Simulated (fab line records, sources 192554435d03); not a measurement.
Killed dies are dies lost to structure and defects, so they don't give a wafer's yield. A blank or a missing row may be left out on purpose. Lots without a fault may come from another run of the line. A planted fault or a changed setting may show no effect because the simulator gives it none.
Split-lot experiment | flow n5_finfet | 7 lots, 39 wafers read, on a route of 1938 steps

THE SPLIT
At N5_BEOL_M0_SAQP_ETCH_84 (etches SOC in N2/H2, target depth 100 nm, overetch 20 nm, time 150 s), the setting time_s was moved away from the recipe's 150 s on 12 of the 39 wafers read, by -35.4% to +41.5%. The other wafers ran this setting at the recipe's value.

The reading is taken at the split's own step.

THE READING
SiARC_of_BEOL_M0_SAQP_COAT_82.thk_nm (the simulator's own value, which no gauge read), in nm, at N5_BEOL_M0_SAQP_ETCH_84 (etches SOC in N2/H2, target depth 100 nm, overetch 20 nm, time 150 s). The file gives no usual value for it. The 27 wafers here that ran the recipe average 24.3 nm, standard deviation 0.17 nm.

wafer  | tool, chamber at the split | time_s as run, s | against the recipe | SiARC_of_BEOL_M0_SAQP_COAT_82.thk_nm, nm | against lot-mates on the recipe
L075.1 | rie_diel-03, 2             | 150              | recipe             | 24.2                                     | -
L075.2 | rie_diel-03, 0,2           | 179.4            | +19.6%             | 23.2                                     | -1.1
L075.5 | rie_diel-03, 0,2           | 179.4            | +19.6%             | 23.2                                     | -1.1
L075.3 | rie_diel-03, 1             | 150              | recipe             | 24.4                                     | -
L075.4 | rie_diel-03, 0             | 150              | recipe             | 24.2                                     | -
L075.6 | rie_diel-03, 1             | 179.4            | +19.6%             | 23.2                                     | -1.1
L076.1 | rie_diel-03, 3             | 150              | recipe             | 24.2                                     | -
L076.2 | rie_diel-03, 2             | 150              | recipe             | 24.2                                     | -
L076.3 | rie_diel-03, 1,3           | 150              | recipe             | 24.2                                     | -
L076.5 | rie_diel-03, 1,3           | 150              | recipe             | 24.2                                     | -
L076.4 | rie_diel-03, 0             | 150              | recipe             | 24.2                                     | -
L076.6 | rie_diel-03, 2             | 150              | recipe             | 24.4                                     | -
L077.1 | rie_diel-06, 0             | 150              | recipe             | 24.4                                     | -
L077.2 | rie_diel-06, 3             | 96.89            | -35.4%             | 26.2                                     | +1.8
L077.3 | rie_diel-06, 2             | 150              | recipe             | 24.6                                     | -
L077.4 | rie_diel-06, 2             | 96.89            | -35.4%             | 26.4                                     | +2.0
L077.5 | rie_diel-06, 0             | 96.89            | -35.4%             | 26.2                                     | +1.8
L077.6 | rie_diel-06, 3             | 150              | recipe             | 24.2                                     | -
L086.1 | rie_diel-03, 2,1           | 150              | recipe             | 24.4                                     | -
L086.6 | rie_diel-03, 2,1           | 150              | recipe             | 24.4                                     | -
L086.2 | rie_diel-03, 3             | 107              | -28.7%             | 26.2                                     | +1.7
L086.3 | rie_diel-03, 1             | 107              | -28.7%             | 26.2                                     | +1.7
L086.4 | rie_diel-03, 0             | 150              | recipe             | 24.6                                     | -
L086.5 | rie_diel-03, 0             | 107              | -28.7%             | 26.2                                     | +1.7
L089.1 | rie_diel-06, 0             | 212.3            | +41.5%             | 21.8                                     | -2.5
L089.2 | rie_diel-06, 2             | 212.3            | +41.5%             | 22.2                                     | -2.1
L089.3 | rie_diel-06, 3             | 150              | recipe             | 24.2                                     | -
L089.4 | rie_diel-06, 1             | 212.3            | +41.5%             | 21.8                                     | -2.5
L089.5 | rie_diel-06, 1             | 150              | recipe             | 24.2                                     | -
L089.6 | rie_diel-06, 2             | 150              | recipe             | 24.4                                     | -
L092.1 | rie_diel-06, 0             | 150              | recipe             | 24.4                                     | -
L092.2 | rie_diel-06, 3             | 150              | recipe             | 24.2                                     | -
L092.3 | rie_diel-06, 2             | 150              | recipe             | 24.6                                     | -
L092.4 | rie_diel-06, 1             | 150              | recipe             | 24.2                                     | -
L092.5 | rie_diel-06, 1             | 150              | recipe             | 24.2                                     | -
L092.6 | rie_diel-06, 2             | 150              | recipe             | 24.8                                     | -
L093.1 | rie_diel-01, 1             | 150              | recipe             | 24.2                                     | -
L093.4 | rie_diel-01, 0             | 150              | recipe             | 24.2                                     | -
L093.5 | rie_diel-01, 0             | 150              | recipe             | 24                                       | -
Where a row lists several chambers, the file gives one row for several wafers and doesn't say which wafer went through which chamber.

THE FIT
A straight line over all 39 wafers: SiARC_of_BEOL_M0_SAQP_COAT_82.thk_nm changes by -0.0583 nm for each +1% of time_s; r = -0.99; the points scatter about the line by 0.18 nm.
The same after taking each lot's own level away (the mean of its wafers on the recipe; 39 wafers): -0.0558 nm for each +1%; r = -0.99; scatter 0.14 nm.
On that fit, the largest move of time_s shifts the reading by 2.3 nm.
The lots' own levels span 24.13 to 24.47 nm, that is 1.9 times the standard deviation above.
So the lot-to-lot level changes the slope little: the two slopes agree.
Check: with one of the wafers moved furthest among these (+41.5%) left out of the fit, the line predicts -2.29 nm for it against its lot-mates. It came out at -2.47 nm against them.

OTHER SPLITS ON THESE WAFERS
These wafers also went through other splits before the reading. Each is held against what the fit with the lots' levels taken away leaves over:
other split on the same wafers          | wafers away from the commonest value | r with SiARC_of_BEOL_M0_SAQP_COAT_82.thk_nm (lot level and that fit taken away)
N5_ZERO_LAYER_DEVELOP_10 develop_time_s | 12                                   | +0.13
N5_FIN_SAQP_DEVELOP_15 develop_time_s   | 15                                   | +0.02
N5_SD_EPI_P_EPI_21 epi_growth_time_s    | 15                                   | +0.07
N5_HKMG_FIN_ALD_71 ald_cycles           | 12                                   | -0.01

THE WHOLE CHAIN: every reading that the file lists as answering this split, in the file's order
step                                | what it does                                                                       | reading                                                                               | change (the file's fit)                                                              | r (the file's)
N5_BEOL_M0_SAQP_ETCH_84             | etches SOC in N2/H2, target depth 100 nm, overetch 20 nm, time 150 s               | etch.depth_nm (the simulator's own value, which no gauge read)                        | not straight: 77.82 at the lowest setting, 100.1 at the recipe, 99.99 at the highest | not given
N5_BEOL_M0_SAQP_ETCH_84             | etches SOC in N2/H2, target depth 100 nm, overetch 20 nm, time 150 s               | SiARC_of_BEOL_M0_SAQP_COAT_82.thk_nm (the simulator's own value, which no gauge read) | -0.0558 nm for each +1% of the setting                                               | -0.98
N5_BEOL_M0_SAQP_MANDREL_ETCH_20     | etches a-Si in HBr/Cl2, stops on SiNx, target depth 60 nm, bt time 10 s, time 30 s | oes_product_au                                                                        | not straight: 0.335 at the lowest setting, 0.780 at the recipe, 0.768 at the highest | not given
N5_BEOL_M0_SAQP_MANDREL1_REMOVE_100 | chemistry HBr/Cl2/O2, target a-Si, stops on SiNx, bt time 10 s                     | oes_product_au                                                                        | not straight: 0.379 at the lowest setting, 1.005 at the recipe, 1.004 at the highest | not given
N5_BEOL_M0_SAQP_MANDREL1_REMOVE_100 | chemistry HBr/Cl2/O2, target a-Si, stops on SiNx, bt time 10 s                     | BEOL_M0_SAQP.cd_nm (the simulator's own value, which no gauge read)                   | not straight: 42.53 at the lowest setting, 12.84 at the recipe, 12.87 at the highest | not given

THE FILE'S OWN FIT
SiARC_of_BEOL_M0_SAQP_COAT_82.thk_nm changes by -0.0558 nm for each +1% of time_s, r = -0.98.
